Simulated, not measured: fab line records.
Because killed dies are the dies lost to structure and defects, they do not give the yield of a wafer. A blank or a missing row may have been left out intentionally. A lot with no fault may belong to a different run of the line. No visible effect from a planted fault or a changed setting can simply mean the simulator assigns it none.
Matching of chambers || flow n5 finfet || 4 sister chambers for N5_FIN_SAQP_ALD_61 on ald sin-01
The step deposits SiO2, target thk 4 nm, pulse time 1 s, purge time 2 s. 4 wafers are shown with their chamber, then 9 later ones without.

EACH WAFER AND ITS CHAMBER
{"wafer": "L080.5", "chamber": 3, "heater power w (W)": 464}
{"wafer": "L087.1", "chamber": 1, "heater power w (W)": 481}
{"wafer": "L087.2", "chamber": 2, "heater power w (W)": 463}
{"wafer": "L087.3", "chamber": 0, "heater power w (W)": 476}

WAFERS MISSING THEIR CHAMBER
{"wafer": "L092.4", "heater power w (W)": 460}
{"wafer": "L092.5", "heater power w (W)": 486}
{"wafer": "L092.6", "heater power w (W)": 465}
{"wafer": "L093.1", "heater power w (W)": 483}
{"wafer": "L093.5", "heater power w (W)": 472}
{"wafer": "L093.6", "heater power w (W)": 468}
{"wafer": "L094.2", "heater power w (W)": 457}
{"wafer": "L094.3", "heater power w (W)": 468}
{"wafer": "L094.6", "heater power w (W)": 485}

CHAMBER TAKEN BY EACH
{"wafer": "L092.4", "from the rows above": "can't be placed: 2 or 3", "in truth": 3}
{"wafer": "L092.5", "from the rows above": "can't be placed: 1 or 0", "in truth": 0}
{"wafer": "L092.6", "from the rows above": "can't be placed: 3 or 2", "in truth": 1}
{"wafer": "L093.1", "from the rows above": "can't be placed: 1 or 0", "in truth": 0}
{"wafer": "L093.5", "from the rows above": "can't be placed: 0 or 3 or 1 or 2", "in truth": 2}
{"wafer": "L093.6", "from the rows above": "can't be placed: 3 or 2 or 0", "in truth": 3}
{"wafer": "L094.2", "from the rows above": "can't be placed: 2 or 3", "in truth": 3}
{"wafer": "L094.3", "from the rows above": "can't be placed: 3 or 2 or 0", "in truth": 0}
{"wafer": "L094.6", "from the rows above": "can't be placed: 1 or 0", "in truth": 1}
Placed correctly: 0 of 9. Unplaceable from these rows: 9, with the true chamber sitting among the candidates in 8. 0 placed wrongly.
How it was worked out, from the rows above alone: a wafer's distance from a chamber is the root of the sum, over the readings, of the square of ((its reading less the chamber's mean) divided by the reading's scatter). The wafer belongs to the nearest chamber; if the next one is less than 2 further off, it can't be placed. The mean given for a chamber averages the wafers shown for that chamber. The scatter (one wafer shown for each chamber): square how far every hidden wafer sits from the nearest shown wafer, average those squares and take the square root.
